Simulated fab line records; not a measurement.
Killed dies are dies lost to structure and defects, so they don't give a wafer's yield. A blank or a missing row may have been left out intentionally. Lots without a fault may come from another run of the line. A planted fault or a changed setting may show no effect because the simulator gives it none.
A struck lot beside a sound one + flow n5Finfet + 24 steps out of a route of 1938
Sound: these wafers, L142.1, L142.4, L142.6. Struck: wafer L161.1. (L161.4 of the same lot was not struck and is left out.) The cause comes at the end.
At each step with rows: each side's tool, then ch and its chambers, then its first start. Under that, the readings that differ: sound wafers + struck wafers + difference of the means + sigmas: that difference in standard deviations of wafers without a fault.
alike: readings whose means differ by less than 2 such deviations, and words and numbers that are the same on both sides. not compared: withheld readings, readings that some wafer has no value for, bounds like >300 that may hide the same value, and numbers for which the record gives no deviation and whose values overlap.
The two part at a step that has a row with sigmas, a row that says differs or no value, or rows on one side only. Numbers that have no deviation but don't overlap get no sigmas and don't part them. A reading that every wafer of one side lacks parts them only if that side has two wafers or more.

first, 1 step without rows for these wafers: N5_BEOL_M14_HARDBAKE_32 (time 120 s).
N5_BEOL_M14_CD_MEAS_28: the cd target is 284.4 nm.
  sound on cdSem-02 ch 0, day 12 06:56; struck on cdSem-01 ch 0, day 16 18:22
  alike: cdNm
N5_BEOL_M14_OVL_MEAS_29:
  sound on overlay-01 ch 0, day 12 06:58; struck on overlay-01 ch 0, day 16 18:24
  alike: M14_OVL
N5_BEOL_M14_INSPECT_30: inspects for defects (macro).
  sound on defectInspect-02, day 12 07:00; struck on defectInspect-01, day 16 18:26
| reading        | sound | struck | difference | sigmas |
|----------------|-------|--------|------------|--------|
| rawDefectCount | 2 2 1 | 5      | +3         | +2     |
then, 1 step without rows for these wafers: N5_BEOL_M14_DESCUM_33 (chemistry O2, time 7.9 s).
N5_BEOL_M14_ETCH_67: etches SiARC in CF4, target depth 143 nm, time 238.3 s.
  sound on rieDiel-01 ch 1,2,3, day 12 07:04; struck on rieDiel-04 ch 2, day 16 18:30
| reading             | sound          | struck | difference | sigmas |
|---------------------|----------------|--------|------------|--------|
| oesProductAu (a.u.) | 0.73 0.81 0.73 | 0.64   | -0.12      | -2     |
  alike: drypumpMotorCurrentA, etchRfOnTimeS, rfVppV, showerheadPlenumPTorr, throttleValvePct
  not compared: rfHoursCounterH
N5_BEOL_M14_ETCH_68: etches SOC in N2/H2, time 450 s.
  sound on rieDiel-01 ch 1,2,3, day 12 07:13; struck on rieDiel-04 ch 2, day 16 18:38
| reading             | sound          | struck | difference | sigmas |
|---------------------|----------------|--------|------------|--------|
| oesProductAu (a.u.) | 0.88 0.95 0.86 | 0.76   | -0.14      | -2     |
  alike: drypumpMotorCurrentA, rfVppV, showerheadPlenumPTorr, throttleValvePct
  not compared: rfHoursCounterH
then, 3 steps without rows for these wafers: N5_BEOL_M14_STRIP_69 (strips in N2/H2); N5_BEOL_M14_TRENCH_ETCH_34 (etches SiO2 in C4F8/O2/Ar, target depth 556.65 nm, time 126.9 s); N5_BEOL_M14_STRIP_70 (strips in C4F8/O2/Ar).
N5_BEOL_M14_OCD_MEAS_35:
  sound on ocd-02, day 12 07:38; struck on ocd-02, day 16 19:04
| reading            | sound       | struck | difference | sigmas |
|--------------------|-------------|--------|------------|--------|
| trenchDepthNm (nm) | 578 581 576 | 536    | -42        | -3     |
N5_BEOL_M14_STRIP_37: strips in O2.
  sound on rieDiel-04 ch 0,1,2, day 12 11:08; struck on rieDiel-01 ch 2, day 17 06:09
  alike: drypumpMotorCurrentA, o2FlowSccm, oesProductAu, rfVppV, showerheadPlenumPTorr, throttleValvePct
  not compared: rfHoursCounterH
N5_BEOL_M14_ETCH_38: etches SiCN in CF4/N2, target depth 106.5 nm, time 120.6 s.
  sound on rieDiel-04 ch 0,1,2, day 12 11:11; struck on rieDiel-01 ch 2, day 17 06:11
| reading                                      | sound             | struck | difference | sigmas |
|----------------------------------------------|-------------------|--------|------------|--------|
| oesProductAu (a.u.)                          | 0.91 0.77 0.85    | 1.08   | +0.24      | +4     |
| showerheadPlenumPTorr (Torr)                 | 2.16 2.21 2.15    | 2.33   | +0.16      | +2     |
| model.etch.depthNm (nm)                      | 99.35 94.88 100.7 | 136.4  | +38.1      |        |
| model.SiO2_of_BEOL_M14_ILD_DEP_00.thkNm (nm) | 1044 1076 1050    | 1024   | -33        |        |
  alike: drypumpMotorCurrentA, rfVppV, throttleValvePct
  not compared: rfHoursCounterH
then, 3 steps without rows for these wafers: N5_BEOL_M14_PRECLEAN_39 (cleans in residue remover, time 60 s); N5_BEOL_M14_SRD_40 (time 30 s, dry time 30 s); N5_BEOL_M14_DEGAS_41 (time 60 s).
N5_BEOL_M14_PRE_CLEAN_42: time 30 s.
  sound on pvdSputter-03, day 12 11:41; struck on pvdSputter-02, day 17 06:44
  alike: heaterPowerW
then, 2 steps without rows for these wafers: N5_BEOL_M14_SPUTTER_43 (material TaN, target thk 15 nm, time 24.19 s); N5_BEOL_M14_SPUTTER_44 (material Ta, target thk 15 nm, time 24.19 s).
N5_BEOL_M14_SPUTTER_45: material Cu, target thk 100 nm, time 16.67 s.
  sound on pvdSputter-03, day 12 11:53; struck on pvdSputter-02, day 17 06:56
| reading              | sound          | struck | difference | sigmas |
|----------------------|----------------|--------|------------|--------|
| throttleValvePct (%) | 29.0 30.2 29.0 | 31.7   | +2.3       | +2     |
  alike: biasV
then, 2 steps without rows for these wafers: N5_BEOL_M14_ECD_47 (material Cu, target thk 1248 nm); N5_BEOL_M14_ANNEAL_48 (time 90 s).
N5_BEOL_M14_CMP_49: polishes, stops on SiO2, t overpolish 5.2 s, target thk 560 nm.
  sound on cmp-03 ch 0,1, day 12 12:31; struck on cmp-01 ch 1, day 17 07:32
| reading                                      | sound          | struck | difference | sigmas |
|----------------------------------------------|----------------|--------|------------|--------|
| model.SiO2_of_BEOL_M14_ILD_DEP_00.thkNm (nm) | 1029 1061 1035 | 1009   | -33        |        |
  alike: barrierFieldEndpointS, motorCurrentA, overpolishRunS, timeToEndpointS
N5_BEOL_M14_THK_MEAS_50: measures by xrf.
  sound on filmMetro-02, day 12 12:48; struck on filmMetro-01, day 17 07:49
| reading      | sound       | struck | difference | sigmas |
|--------------|-------------|--------|------------|--------|
| M14_THK (nm) | 602 611 605 | 556    | -50        | -3     |

WHERE THEY PART
Earliest at N5_BEOL_M14_INSPECT_30; latest, in this record, at N5_BEOL_M14_THK_MEAS_50.

WHY: what had been put in by the simulator
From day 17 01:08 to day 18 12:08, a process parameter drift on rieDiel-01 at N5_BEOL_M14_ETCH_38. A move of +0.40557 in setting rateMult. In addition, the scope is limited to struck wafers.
